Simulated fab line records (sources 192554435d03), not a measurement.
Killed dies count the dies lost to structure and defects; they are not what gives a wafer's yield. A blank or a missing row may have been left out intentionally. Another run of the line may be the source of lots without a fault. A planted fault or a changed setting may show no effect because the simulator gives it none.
fab line records	flow n5-finfet	part 1 of 2: steps 1 to 24 of 34
record: lots: 5	wafers: 15	last-day: 18
route steps=1938 shown BEOL_M1@837 BEOL_M2@841
lots that met no fault: from a run of the same line without faults
start-h: hours from the record's first day to the start of the lot's first wafer shown	wait-h: hours elapsed since this lot's preceding step	" identical to the entry in the row above	L1.1+2: a single row standing in for several wafers	- no value present, or no start provided	* or withheld: withheld	< > ~ a bound
route shown NAME@n: NAME is a module with steps in the file, n the number in the route of the first one	usual: mean/standard deviation taken from wafers without a fault	same: alike in all rows	chamber/n: place in a boat	sites: each site's reading	_std_site: standard deviation across them	_edge_site: the outer-site mean with the inner-site mean subtracted	radius-mm: how far each site lies from the wafer's centre	mask NAME#n: copy n	behind: the most recent tool/chamber to have shaped the wafer	hold: what put the lot on hold/how long, in hours/how the hold closed	device: transistor that didn't switch, given as n, p or np	end of line: the route-end tests of the same wafers	step lacking rows: just its recipe	killed: at the first sort, the dies lost to defects and structure; wafer yield is something else	map: the dies of a wafer, with x for killed, . for not killed, _ for no die there
set.NAME: the setting as run; set.NAME@STEP: as run at that earlier step	model.NAME: the simulator's own value behind a step, which no gauge read
lots seen at some steps along the route; tables by step, rows by wafer
services: from which hour (start-h, from the record's first day; less than 0 if before it) a tool's chamber was out of use, for how many hours, and why
== steps ==
step: N5_BEOL_M1_PRE_CLEAN_56
recipe: gas: NH3	time-s: 15	temp-c: withheld	rf-power-w: 300
lot.wafer	tool	chamber	start-h	wait-h
L079.3+4+5	pecvd-02	1,0,1	159.76	0.1
L082.1+5+6	pecvd-01	0,1,2	170.52	0.1
L088.1+4+6	pecvd-03	0,2,0	253.99	0.1
L087.4+5+6	pecvd-02	1,2,0	261.01	0.0
L096.2+3+6	pecvd-03	1,0,0	266.71	0.1
step: N5_BEOL_M1_DEP_57
recipe: material: SiCN	target-thk-a: 80	temp-c: withheld	precursor: 3MS/NH3	pressure-torr: 3	rf-w: 202	time-s: 14
usual: showerhead-plenum-p-Torr: 3.663/0.015	throttle-valve-pct: 9.3/0.46
lot.wafer	tool	chamber	start-h	wait-h	showerhead-plenum-p-Torr	throttle-valve-pct
L079.3	pecvd-02	1	159.78	0.0	3.663	9.2
L079.4	"	0	"	"	3.657	9.5
L079.5	"	1	"	"	3.657	9.2
L082.1	pecvd-01	0	170.55	0.0	3.678	10.4
L082.5	"	1	"	"	3.670	9.3
L082.6	"	2	"	"	3.637	8.4
L088.1	pecvd-03	0	254.02	0.0	3.682	9.8
L088.4	"	2	"	"	3.655	9.2
L088.6	"	0	"	"	3.675	9.5
L087.4	pecvd-02	1	261.04	0.0	3.656	9.2
L087.5	"	2	"	"	3.639	8.9
L087.6	"	0	"	"	3.653	9.5
L096.2	pecvd-03	1	266.73	0.0	3.653	9.3
L096.3	"	0	"	"	3.685	9.7
L096.6	"	0	"	"	3.672	9.3
step: N5_BEOL_M1_RS_MEAS_58
recipe: thk-meas-gauge: four-point-probe	reads: Co_of_BEOL_M1_CO_CAP_55+Cu_of_BEOL_M1_ECD_50+Co_of_BEOL_M1_CVD_47+TaN_of_BEOL_M1_ALD_84
usual: M1_RS: 0.67/0.034
lot.wafer	tool	chamber	start-h	wait-h	M1_RS[ohm/sq]
L079.3	film-metro-01	-	159.85	0.1	0.66
L079.4	"	-	"	"	0.62
L079.5	"	-	"	"	0.59
L082.1	film-metro-02	-	170.61	0.0	0.71
L082.5	"	-	"	"	0.67
L082.6	"	-	"	"	0.68
L088.1	film-metro-01	-	254.08	0.0	0.70
L088.4	"	-	"	"	0.65
L088.6	"	-	"	"	0.70
L087.4	film-metro-02	-	261.09	0.0	0.73
L087.5	"	-	"	"	0.69
L087.6	"	-	"	"	0.66
L096.2	film-metro-01	-	266.81	0.1	0.69
L096.3	"	-	"	"	0.68
L096.6	"	-	"	"	0.66
step: N5_BEOL_M1_INSPECT_59
recipe: inspect-instrument: darkfield	mode: post-dep
usual: raw-defect-count: 66/21
lot.wafer	tool	chamber	start-h	wait-h	raw-defect-count
L079.3	defect-inspect-01	-	159.88	0.0	95
L079.4	"	-	"	"	118
L079.5	"	-	"	"	73
L082.1	defect-inspect-02	-	170.64	0.0	39
L082.5	"	-	"	"	107
L082.6	"	-	"	"	41
L088.1	defect-inspect-02	-	254.11	0.0	35
L088.4	"	-	"	"	37
L088.6	"	-	"	"	29
L087.4	defect-inspect-01	-	261.12	0.0	94
L087.5	"	-	"	"	65
L087.6	"	-	"	"	62
L096.2	defect-inspect-01	-	266.84	0.0	111
L096.3	"	-	"	"	115
L096.6	"	-	"	"	58
step: N5_BEOL_M2_ILD_DEP_00
recipe: material: SiOC	target-thk-a: 790	temp-c: 350	precursor: DEMS/O2	pressure-torr: 5	rf-w: 500	time-s: 15.3
usual: heater-power-w: 502/85	showerhead-plenum-p-Torr: 5.690/0.013	throttle-valve-pct: 12.1/0.51
lot.wafer	tool	chamber	start-h	wait-h	heater-power-w	showerhead-plenum-p-Torr	throttle-valve-pct
L079.3	pecvd-02	2	159.91	0.0	582	5.690	11.6
L079.4	"	0	"	"	494	5.678	12.3
L079.5	"	1	"	"	500	5.684	12.1
L082.1	pecvd-02	2	170.68	0.0	630	5.686	11.7
L082.5	"	2	"	"	616	5.672	11.5
L082.6	"	0	"	"	493	5.694	12.5
L088.1	pecvd-04	1	254.14	0.0	429	5.720	11.8
L088.4	"	2	"	"	344	5.664	10.7
L088.6	"	1	"	"	428	5.705	11.9
L087.4	pecvd-02	2	261.17	0.1	604	5.669	11.9
L087.5	"	1	"	"	463	5.693	12.4
L087.6	"	0	"	"	496	5.687	12.6
L096.2	pecvd-03	1	266.87	0.0	579	5.691	12.4
L096.3	"	2	"	"	500	5.693	12.1
L096.6	"	0	"	"	421	5.709	12.7
step: N5_BEOL_M2_THK_MEAS_01
recipe: reads: SiOC_of_BEOL_M2_ILD_DEP_00
usual: M2_ILD_THK: 78.8/1.1
lot.wafer	tool	chamber	start-h	wait-h	M2_ILD_THK[nm]
L079.3	film-metro-01	-	159.98	0.1	77.3
L079.4	"	-	"	"	77.3
L079.5	"	-	"	"	79.4
L082.1	film-metro-01	-	170.74	0.0	77.9
L082.5	"	-	"	"	79.9
L082.6	"	-	"	"	78.7
L088.1	film-metro-02	-	254.21	0.0	78.7
L088.4	"	-	"	"	79.9
L088.6	"	-	"	"	80.6
L087.4	film-metro-01	-	261.22	0.0	77.5
L087.5	"	-	"	"	79.4
L087.6	"	-	"	"	77.7
L096.2	film-metro-01	-	266.94	0.1	80.1
L096.3	"	-	"	"	78.2
L096.6	"	-	"	"	80.6
step: N5_BEOL_M2_PECVD_72
recipe: material: SiO2	target-thk-a: 160	temp-c: 400	precursor: TEOS/O2	pressure-torr: 5.5	rf-w: 450	teos-flow-sccm: 53.8	gas: O2	flow-sccm: 3000	time-s: 18
usual: heater-power-w: 690/94	showerhead-plenum-p-Torr: 8.79/0.057	throttle-valve-pct: 22.7/0.96
lot.wafer	tool	chamber	start-h	wait-h	heater-power-w	showerhead-plenum-p-Torr	throttle-valve-pct
L079.3	pecvd-04	0	160.02	0.0	579	8.83	23.1
L079.4	"	2	"	"	587	8.71	22.1
L079.5	"	0	"	"	579	8.85	23.3
L082.1	pecvd-03	0	170.78	0.0	740	8.84	23.5
L082.5	"	2	"	"	735	8.77	22.6
L082.6	"	1	"	"	809	8.78	23.4
L088.1	pecvd-03	1	254.25	0.0	686	8.75	23.2
L088.4	"	1	"	"	691	8.77	23.0
L088.6	"	2	"	"	778	8.74	23.0
L087.4	pecvd-03	0	261.28	0.1	757	8.85	23.5
L087.5	"	2	"	"	781	8.74	23.1
L087.6	"	1	"	"	772	8.77	23.4
L096.2	pecvd-02	1	266.98	0.0	724	8.73	22.9
L096.3	"	2	"	"	885	8.71	22.3
L096.6	"	2	"	"	882	8.72	22.2
step: N5_BEOL_M2_HM_DEP_02
recipe: material: TiN	target-thk-a: 200	temp-c: 25	chamber-pressure-pa: 0.49996
usual: throttle-valve-pct: 30.0/1.1
lot.wafer	tool	chamber	start-h	wait-h	throttle-valve-pct
L079.3	pvd-sputter-01	-	160.99	1.0	31.4
L079.4	"	-	"	"	30.1
L079.5	"	-	"	"	31.4
L082.1	pvd-sputter-01	-	171.43	0.6	31.5
L082.5	"	-	"	"	30.0
L082.6	"	-	"	"	30.5
L088.1	pvd-sputter-03	-	255.03	0.8	28.3
L088.4	"	-	"	"	31.1
L088.6	"	-	"	"	28.9
L087.4	pvd-sputter-03	-	262.89	1.6	31.2
L087.5	"	-	"	"	31.3
L087.6	"	-	"	"	28.8
L096.2	pvd-sputter-03	-	267.73	0.7	28.8
L096.3	"	-	"	"	31.3
L096.6	"	-	"	"	28.3
step: N5_BEOL_M2_COAT_61
recipe: resist: SOC	temp-c: 250	time-s: 60	spin-rpm: 1500	resist-thk-nm: 60
lot.wafer	tool	chamber	start-h	wait-h
L079.3+4+5	litho-track-05	0	161.12	0.1
L082.1+5+6	litho-track-05	0	171.56	0.1
L088.1+4+6	litho-track-03	0	255.16	0.1
L087.4+5+6	litho-track-05	0	263.02	0.1
L096.2+3+6	litho-track-05	0	267.85	0.1
step: N5_BEOL_M2_COAT_62
recipe: resist: SiARC	temp-c: 220	time-s: 60	spin-rpm: 1500	resist-thk-nm: 12
lot.wafer	tool	chamber	start-h	wait-h
L079.3+4+5	litho-track-05	0	-	-
L082.1+5+6	litho-track-05	0	-	-
L088.1+4+6	litho-track-03	0	-	-
L087.4+5+6	litho-track-05	0	-	-
L096.2+3+6	litho-track-05	0	-	-
step: N5_BEOL_M2_COAT_73
recipe: resist: underlayer	temp-c: 205	time-s: 60	spin-rpm: 1500	resist-thk-nm: 5
lot.wafer	tool	chamber	start-h	wait-h
L079.3+4+5	litho-track-05	0	-	-
L082.1+5+6	litho-track-05	0	-	-
L088.1+4+6	litho-track-03	0	-	-
L087.4+5+6	litho-track-05	0	-	-
L096.2+3+6	litho-track-05	0	-	-
step: N5_BEOL_M2_COAT_05
recipe: resist: CAR-EUV	spin-rpm: 1500	resist-thk-nm: 30
lot.wafer	tool	chamber	start-h	wait-h
L079.3+4+5	litho-track-05	0	-	-
L082.1+5+6	litho-track-05	0	-	-
L088.1+4+6	litho-track-03	0	-	-
L087.4+5+6	litho-track-05	0	-	-
L096.2+3+6	litho-track-05	0	-	-
step: N5_BEOL_M2_EBR_07
recipe: solvent: PGMEA	ebr-width-mm: 1.5
same: ebr-width-mm: 1.5
lot.wafer	tool	chamber	start-h	wait-h
L079.3+4+5	litho-track-05	0	-	-
L082.1+5+6	litho-track-05	0	-	-
L088.1+4+6	litho-track-03	0	-	-
L087.4+5+6	litho-track-05	0	-	-
L096.2+3+6	litho-track-05	0	-	-
step: N5_BEOL_M2_SOFTBAKE_06
recipe: temp-c: 110	time-s: 60	resist: CAR-EUV
lot.wafer	tool	chamber	start-h	wait-h
L079.3+4+5	litho-track-05	0	-	-
L082.1+5+6	litho-track-05	0	-	-
L088.1+4+6	litho-track-03	0	-	-
L087.4+5+6	litho-track-05	0	-	-
L096.2+3+6	litho-track-05	0	-	-
step: N5_BEOL_M2_EXPOSE_08
recipe: mask-id: M2	na: 0.33	source-shape: dipole	sigma-inner: 0.369	sigma-outer: 0.767	polarization: unpolarized	dose-mj: 41.25
same: dipole-opening-deg: 79.7
lot.wafer	tool	chamber	start-h	wait-h	mask
L079.3+4+5	euv-scanner-01	0	161.39	-	M2#0
L082.1+5+6	euv-scanner-02	0	171.69	-	M2#0
L088.1+4+6	euv-scanner-02	0	255.30	-	M2#0
L087.4+5+6	euv-scanner-01	0	263.41	-	M2#0
L096.2+3+6	euv-scanner-01	0	268.00	-	M2#0
step: N5_BEOL_M2_PEB_09
recipe: peb-temp-c: 100	peb-time-s: 60	resist: CAR-EUV
lot.wafer	tool	chamber	start-h	wait-h
L079.3+4+5	litho-track-04	0	161.45	0.0
L082.1+5+6	litho-track-03	0	171.76	0.1
L088.1+4+6	litho-track-03	0	255.36	0.1
L087.4+5+6	litho-track-03	0	263.46	0.0
L096.2+3+6	litho-track-04	0	268.06	0.1
step: N5_BEOL_M2_DEVELOP_10
recipe: develop-time-s: 30	developer: TMAH	resist: CAR-EUV	rinse-liquid: surfactant-rinse	dry: air-spin	dev-temp-c: 23
same: develop-time-s: 30
lot.wafer	tool	chamber	start-h	wait-h
L079.3+4+5	litho-track-04	0	-	-
L082.1+5+6	litho-track-03	0	-	-
L088.1+4+6	litho-track-03	0	-	-
L087.4+5+6	litho-track-03	0	-	-
L096.2+3+6	litho-track-04	0	-	-
step: N5_BEOL_M2_CD_MEAS_11
recipe: target-cd-nm: 16.79	landing-energy-ev: 500	detector: se-inlens	polarity: opening
usual: cd-nm: 16.77/0.25
lot.wafer	tool	chamber	start-h	wait-h	cd-nm
L079.3	cd-sem-03	0	161.51	-	17.04
L079.4	"	0	"	"	17.05
L079.5	"	0	"	"	16.86
L082.1	cd-sem-01	0	171.82	-	16.54
L082.5	"	0	"	"	16.72
L082.6	"	0	"	"	16.78
L088.1	cd-sem-02	0	255.43	-	16.90
L088.4	"	0	"	"	16.45
L088.6	"	0	"	"	17.28
L087.4	cd-sem-01	0	263.52	-	16.87
L087.5	"	0	"	"	16.35
L087.6	"	0	"	"	16.55
L096.2	cd-sem-02	0	268.12	-	16.64
L096.3	"	0	"	"	16.97
L096.6	"	0	"	"	16.87
step: N5_BEOL_M2_OVL_MEAS_12
recipe: points-per-wafer: 522
usual: M2_OVL: -0.2/0.81
lot.wafer	tool	chamber	start-h	wait-h	M2_OVL[nm]
L079.3	overlay-02	0	161.55	0.0	-0.7
L079.4	"	0	"	"	0.4
L079.5	"	0	"	"	-0.3
L082.1	overlay-01	0	171.85	0.0	-0.6
L082.5	"	0	"	"	-0.9
L082.6	"	0	"	"	-0.8
L088.1	overlay-02	0	255.46	0.0	0.2
L088.4	"	0	"	"	-1.0
L088.6	"	0	"	"	-1.3
L087.4	overlay-01	0	263.57	0.0	0.8
L087.5	"	0	"	"	0.1
L087.6	"	0	"	"	-0.6
L096.2	overlay-01	0	268.16	0.0	-0.6
L096.3	"	0	"	"	-0.3
L096.6	"	0	"	"	-0.3
step: N5_BEOL_M2_INSPECT_13
recipe: mode: adi	inspect-instrument: brightfield
usual: raw-defect-count: 393/110
lot.wafer	tool	chamber	start-h	wait-h	raw-defect-count
L079.3	defect-inspect-02	-	161.60	0.0	381
L079.4	"	-	"	"	450
L079.5	"	-	"	"	364
L082.1	defect-inspect-02	-	171.91	0.1	449
L082.5	"	-	"	"	478
L082.6	"	-	"	"	520
L088.1	defect-inspect-02	-	255.52	0.1	215
L088.4	"	-	"	"	220
L088.6	"	-	"	"	271
L087.4	defect-inspect-01	-	263.61	0.0	431
L087.5	"	-	"	"	383
L087.6	"	-	"	"	367
L096.2	defect-inspect-02	-	268.21	0.0	431
L096.3	"	-	"	"	594
L096.6	"	-	"	"	411
step: N5_BEOL_M2_DESCUM_16
recipe: chemistry: O2	time-s: 7	source-power-w: 50	bias-power-w: 20	pressure-mtorr: 20	rf-frequency-hz: 2.712e+07	temp-c: 40	resist: CAR-EUV	o2-flow-sccm: 225
usual: drypump-motor-current-A: 5.9/0.44	oes-product-au: 0.81/0.082	rf-vpp-V: 243.1/1.5	showerhead-plenum-p-Torr: 2.09/0.085	temp-c: 40.01/0.11	throttle-valve-pct: 20.41/0.22
lot.wafer	tool	chamber	start-h	wait-h	drypump-motor-current-A	oes-product-au	rf-hours-counter-h	rf-vpp-V	showerhead-plenum-p-Torr	temp-c	throttle-valve-pct
L079.3	rie-diel-03	2	161.84	0.2	5.1	0.71	187	243.4	2.07	40.06	20.36
L079.4	"	0	"	"	5.7	0.71	228	241.4	1.98	40.02	20.59
L079.5	"	2	"	"	5.1	0.72	-	242.3	2.08	39.91	20.38
L082.1	rie-diel-03	0	173.55	1.6	5.7	0.70	234	241.9	1.98	40.08	20.62
L082.5	"	2	"	"	5.1	0.71	-	243.8	2.07	39.80	20.36
L082.6	"	1	"	"	5.9	0.85	-	243.7	2.12	40.05	20.60
L088.1	rie-diel-03	3	255.72	0.2	5.4	0.80	79	246.1	2.20	40.25	20.20
L088.4	"	2	"	"	5.1	0.69	232	242.8	2.06	40.00	20.43
L088.6	"	3	"	"	5.4	0.80	-	243.0	2.20	40.20	20.19
L087.4	rie-diel-04	2	263.71	0.1	6.3	0.69	234	241.2	1.98	39.96	20.92
L087.5	"	2	"	"	6.3	0.70	-	241.2	1.98	39.97	20.92
L087.6	"	1	"	"	6.3	0.86	-	243.2	2.11	39.88	20.37
L096.2	rie-diel-04	0	268.25	0.0	6.3	0.88	41	241.6	2.06	40.09	20.25
L096.3	"	2	"	"	6.3	0.69	235	239.7	1.98	40.15	20.93
L096.6	"	0	"	"	6.3	0.88	-	242.3	2.06	40.02	20.24
step: N5_BEOL_M2_ETCH_74
recipe: chemistry: N2/H2	target: underlayer	target-depth-a: 65	mask-material: CAR-EUV	time-s: 5.2	ion-energy-ev: 200	pressure-mtorr: 30	source-w: 840	bias-w: 150	n2-flow-sccm: 200	h2-flow-sccm: 200	ends: cleared
usual: drypump-motor-current-A: 5.9/0.44	etch-rf-on-time-s: 5.14/0.18	n2-flow-sccm: 200.1/0.58	oes-product-au: 0.69/0.072	rf-vpp-V: 524/3.2	showerhead-plenum-p-Torr: 2.54/0.1	throttle-valve-pct: 17.83/0.26
lot.wafer	tool	chamber	start-h	wait-h	drypump-motor-current-A	etch-rf-on-time-s	n2-flow-sccm	oes-product-au	rf-hours-counter-h	rf-vpp-V	showerhead-plenum-p-Torr	throttle-valve-pct
L079.3	rie-diel-03	2	161.88	0.0	5.1	5.39	199.5	0.60	187	521	2.54	18.07
L079.4	"	0	"	"	5.7	5.18	200.6	0.60	228	519	2.39	18.01
L079.5	"	2	"	"	5.1	5.43	200.3	0.61	-	522	2.55	18.07
L082.1	rie-diel-03	0	173.59	0.0	5.7	5.18	199.5	0.59	234	522	2.39	18.01
L082.5	"	2	"	"	5.2	5.45	199.7	0.59	-	525	2.54	18.06
L082.6	"	1	"	"	5.8	5.33	200.3	0.71	-	526	2.57	17.89
L088.1	rie-diel-03	3	255.76	0.0	5.4	5.18	199.8	0.68	79	527	2.69	17.64
L088.4	"	2	"	"	5.1	5.45	200.0	0.59	232	521	2.53	18.11
L088.6	"	3	"	"	5.4	5.20	200.5	0.68	-	529	2.69	17.66
L087.4	rie-diel-04	2	263.74	0.0	6.3	5.16	200.7	0.60	234	517	2.40	18.29
L087.5	"	2	"	"	6.3	5.19	200.9	0.60	-	522	2.40	18.27
L087.6	"	1	"	"	6.3	5.05	200.6	0.73	-	522	2.57	17.80
L096.2	rie-diel-04	0	268.28	0.0	6.3	5.02	199.7	0.76	41	523	2.47	17.48
L096.3	"	2	"	"	6.3	5.12	198.7	0.59	235	520	2.40	18.30
L096.6	"	0	"	"	6.3	5.06	199.3	0.76	-	522	2.47	17.47
step: N5_BEOL_M2_ETCH_63
recipe: chemistry: CF4	target: SiARC	target-depth-a: 156	mask-material: CAR-EUV	time-s: 26	ion-energy-ev: 80	pressure-mtorr: 40	source-w: 545	bias-w: 36	Ar_flow_sccm: 100	cf4-flow-sccm: 100	ends: cleared
usual: drypump-motor-current-A: 5.9/0.44	etch-rf-on-time-s: 25.8/0.93	oes-product-au: 0.69/0.073	rf-vpp-V: 184.0/1.2	showerhead-plenum-p-Torr: 2.15/0.082	throttle-valve-pct: 15.61/0.27
lot.wafer	tool	chamber	start-h	wait-h	drypump-motor-current-A	etch-rf-on-time-s	oes-product-au	rf-hours-counter-h	rf-vpp-V	showerhead-plenum-p-Torr	throttle-valve-pct
L079.3	rie-diel-03	2	161.89	0.0	5.1	27.4	0.60	187	184.4	2.13	15.61
L079.4	"	0	"	"	5.7	25.7	0.60	228	182.2	2.04	15.90
L079.5	"	2	"	"	5.1	27.7	0.60	-	185.0	2.12	15.60
L082.1	rie-diel-03	0	173.60	0.0	5.6	25.8	0.60	234	182.8	2.04	15.89
L082.5	"	2	"	"	5.1	27.8	0.59	-	183.5	2.12	15.62
L082.6	"	1	"	"	5.9	27.0	0.71	-	184.6	2.19	15.88
L088.1	rie-diel-03	3	255.78	0.0	5.4	26.3	0.69	79	184.4	2.24	15.33
L088.4	"	2	"	"	5.1	27.8	0.57	232	184.6	2.11	15.70
L088.6	"	3	"	"	5.4	26.2	0.69	-	186.0	2.24	15.35
L087.4	rie-diel-04	2	263.76	0.0	6.3	25.4	0.60	234	182.3	2.03	16.14
L087.5	"	2	"	"	6.3	25.7	0.60	-	182.4	2.03	16.15
L087.6	"	1	"	"	6.3	25.3	0.74	-	184.5	2.18	15.69
L096.2	rie-diel-04	0	268.30	0.0	6.3	25.4	0.76	41	183.5	2.10	15.38
L096.3	"	2	"	"	6.3	25.8	0.59	235	182.6	2.03	16.16
L096.6	"	0	"	"	6.3	25.3	0.76	-	182.7	2.10	15.36
step: N5_BEOL_M2_ETCH_64
recipe: chemistry: N2/H2	target: SOC	target-depth-a: 750	overetch-a: 225	mask-material: SiARC	temp-c: 40	time-s: 121.9	ion-energy-ev: 200	pressure-mtorr: 30	source-w: 840	bias-w: 150	n2-flow-sccm: 200	h2-flow-sccm: 200
usual: drypump-motor-current-A: 5.9/0.44	n2-flow-sccm: 200.0/0.58	oes-product-au: 0.61/0.059	rf-vpp-V: 523.8/2.8	showerhead-plenum-p-Torr: 2.54/0.1	temp-c: 40.01/0.12	throttle-valve-pct: 17.79/0.26
lot.wafer	tool	chamber	start-h	wait-h	drypump-motor-current-A	n2-flow-sccm	oes-product-au	rf-hours-counter-h	rf-vpp-V	showerhead-plenum-p-Torr	temp-c	throttle-valve-pct
L079.3	rie-diel-03	2	161.92	0.0	5.1	199.6	0.56	187	524.2	2.54	39.87	18.03
L079.4	"	0	"	"	5.7	198.7	0.54	228	519.1	2.39	39.90	17.96
L079.5	"	2	"	"	5.1	200.1	0.55	-	522.2	2.54	39.88	18.02
L082.1	rie-diel-03	0	173.63	0.0	5.7	199.9	0.54	234	520.4	2.39	40.09	17.97
L082.5	"	2	"	"	5.1	199.1	0.55	-	523.9	2.54	40.03	18.03
L082.6	"	1	"	"	5.9	200.0	0.65	-	523.4	2.57	40.08	17.84
L088.1	rie-diel-03	3	255.80	0.0	5.4	199.7	0.62	79	528.0	2.69	40.05	17.62
L088.4	"	2	"	"	5.1	199.5	0.53	232	522.0	2.53	39.93	18.09
L088.6	"	3	"	"	5.4	199.2	0.61	-	525.8	2.69	40.02	17.61
L087.4	rie-diel-04	2	263.78	0.0	6.3	201.1	0.52	234	519.7	2.40	40.03	18.24
L087.5	"	2	"	"	6.3	201.0	0.53	-	520.0	2.40	40.04	18.24
L087.6	"	1	"	"	6.3	200.3	0.65	-	525.1	2.58	40.15	17.76
L096.2	rie-diel-04	0	268.33	0.0	6.3	199.6	0.67	41	522.2	2.47	40.06	17.45
L096.3	"	2	"	"	6.3	200.5	0.53	235	519.8	2.40	40.10	18.25
L096.6	"	0	"	"	6.3	200.0	0.67	-	522.4	2.47	39.84	17.42
